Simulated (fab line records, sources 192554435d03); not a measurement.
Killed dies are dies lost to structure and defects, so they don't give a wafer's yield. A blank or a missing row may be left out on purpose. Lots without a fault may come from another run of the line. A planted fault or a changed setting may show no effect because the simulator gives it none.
A struck lot beside a sound one | flow n5_finfet | 37 steps out of a route of 1938
Sound: wafers L187.1, L187.3, L187.6. Struck: wafer L203.6. The cause comes at the end.
At each step with rows: each side's tool, then ch and its chambers, then its first start. Under that, the readings that differ: sound wafers | struck wafers | difference of the means | sigmas: that difference in standard deviations of wafers without a fault.
alike: readings whose means differ by less than 2 such deviations, and words and numbers that are the same on both sides. not compared: withheld readings, readings that some wafer has no value for, bounds like >300 that may hide the same value, and numbers for which the record gives no deviation and whose values overlap.
The two part at a step that has a row with sigmas, a row that says differs or no value, or rows on one side only. Numbers that don't overlap but have no deviation are shown without sigmas and don't part them. A reading that every wafer of one side lacks parts them only if that side has two wafers or more.

first, 11 steps without rows for these wafers: N5_BEOL_M0_SAQP_DESCUM_19 (chemistry O2, time 7.9 s); N5_BEOL_M0_SAQP_ETCH_83 (etches SiARC in CF4, target depth 39 nm, time 65 s); N5_BEOL_M0_SAQP_ETCH_84 (etches SOC in N2/H2, target depth 100 nm, overetch 20 nm, time 150 s); N5_BEOL_M0_SAQP_STRIP_80 (strips in N2/H2); N5_BEOL_M0_SAQP_HM_OPEN_112 (chemistry CHF3/O2, target SiO2, stops on a-Si, target depth 12 nm, time 13.5 s); N5_BEOL_M0_SAQP_STRIP_113 (strips in CHF3/O2); N5_BEOL_M0_SAQP_MANDREL_ETCH_20 (etches a-Si in HBr/Cl2, stops on SiNx, target depth 60 nm, bt time 10 s, time 30 s); N5_BEOL_M0_SAQP_STRIP_86 (strips in N2/H2); N5_BEOL_M0_SAQP_STRIP_115 (strips in post etch residue remover, time 60 s); N5_BEOL_M0_SAQP_SRD_93 (time 30 s); N5_BEOL_M0_SAQP_RECESS_114 (chemistry HF/NH3, target SiO2, target depth 14.4 nm, afs cycles 3, sublimation time 60 s).
N5_BEOL_M0_SAQP_SPACER1_ALD_98: deposits SiO2, target thk 12.8 nm, pulse time 1 s, purge time 2 s.
  sound on ald_sin-04 ch 0,1,2, day 6 09:26; struck on ald_sin-01 ch 2, day 10 05:53
  alike: heater_power_w, precursor_pulse_height_rel
then, 24 steps without rows for these wafers: N5_BEOL_M0_SAQP_SPACER1_ETCHBACK_99 (etches SiO2 in CHF3/O2, target depth 15.4 nm, time 7.7 s); N5_BEOL_M0_SAQP_MANDREL1_REMOVE_100 (chemistry HBr/Cl2/O2, target a-Si, stops on SiNx, bt time 10 s); N5_BEOL_M0_SAQP_ETCH_101 (etches SiNx in CH3F/O2, target depth 29.9 nm, time 42.7 s); N5_BEOL_M0_SAQP_ETCH_102 (etches SiO2 in CF4, target depth 4 nm, time 4.4 s); N5_BEOL_M0_SAQP_MANDREL_ETCH_103 (etches a-Si in HBr/Cl2, stops on SiCN, target depth 45 nm, bt time 10 s, time 27 s); N5_BEOL_M0_SAQP_RECESS_104 (chemistry HF/NH3, target SiO2, target depth 18 nm, afs cycles 3, sublimation time 60 s); N5_BEOL_M0_SAQP_COAT_105 (time 60 s, resist thk 100 nm); N5_BEOL_M0_SAQP_ETCH_106 (etches SOC in N2/H2, stops on SiNx, target depth 150 nm); N5_BEOL_M0_SAQP_ETCH_107 (etches SiNx in CH3F/O2, target depth 30 nm); N5_BEOL_M0_SAQP_STRIP_108 (strips in N2/H2); N5_BEOL_M0_SAQP_RECESS_109 (chemistry HF/NH3, target SiO2, target depth 3 nm, afs cycles 1, sublimation time 60 s); N5_BEOL_M0_SAQP_SPACER2_ALD_26 (deposits SiO2, target thk 15 nm, pulse time 1 s, purge time 2 s); N5_BEOL_M0_SAQP_SPACER2_ETCHBACK_27 (etches SiO2 in CHF3/O2, target depth 22.5 nm, time 11.25 s); N5_BEOL_M0_SAQP_MANDREL2_REMOVE_110 (chemistry HBr/Cl2/O2, target a-Si, stops on SiCN, bt time 10 s); N5_BEOL_M0_SAQP_COAT_69 (time 60 s, resist thk 90 nm); N5_BEOL_M0_SAQP_COAT_72 (time 60 s, resist thk 15 nm); N5_BEOL_M0_SAQP_COAT_87 (time 60 s, resist thk 5 nm); N5_BEOL_M0_SAQP_COAT_34 (resist thk 30 nm); N5_BEOL_M0_SAQP_EBR_36; N5_BEOL_M0_SAQP_SOFTBAKE_35 (time 60 s); N5_BEOL_M0_SAQP_EXPOSE_37 (exposes mask M0 CUT1, target cd 30 nm); N5_BEOL_M0_SAQP_PEB_38 (peb time 60 s); N5_BEOL_M0_SAQP_DEVELOP_39 (develop time 30 s); N5_BEOL_M0_SAQP_DESCUM_45 (chemistry O2, time 7 s).
-- the record jumps here: 7 days lie between the struck wafers' starts before and after (it left off in module BEOL_M0_SAQP and takes up again in module PASSIVATION, whose first step shown is number 1936 of the route) --
N5_PASSIVATION_PROBE_49:
  the record has rows for the struck wafers here (prober-01, day 17 11:58) and none for the sound ones

WHERE THEY PART
Only at N5_PASSIVATION_PROBE_49, within this record.

WHY: what the simulator had put in
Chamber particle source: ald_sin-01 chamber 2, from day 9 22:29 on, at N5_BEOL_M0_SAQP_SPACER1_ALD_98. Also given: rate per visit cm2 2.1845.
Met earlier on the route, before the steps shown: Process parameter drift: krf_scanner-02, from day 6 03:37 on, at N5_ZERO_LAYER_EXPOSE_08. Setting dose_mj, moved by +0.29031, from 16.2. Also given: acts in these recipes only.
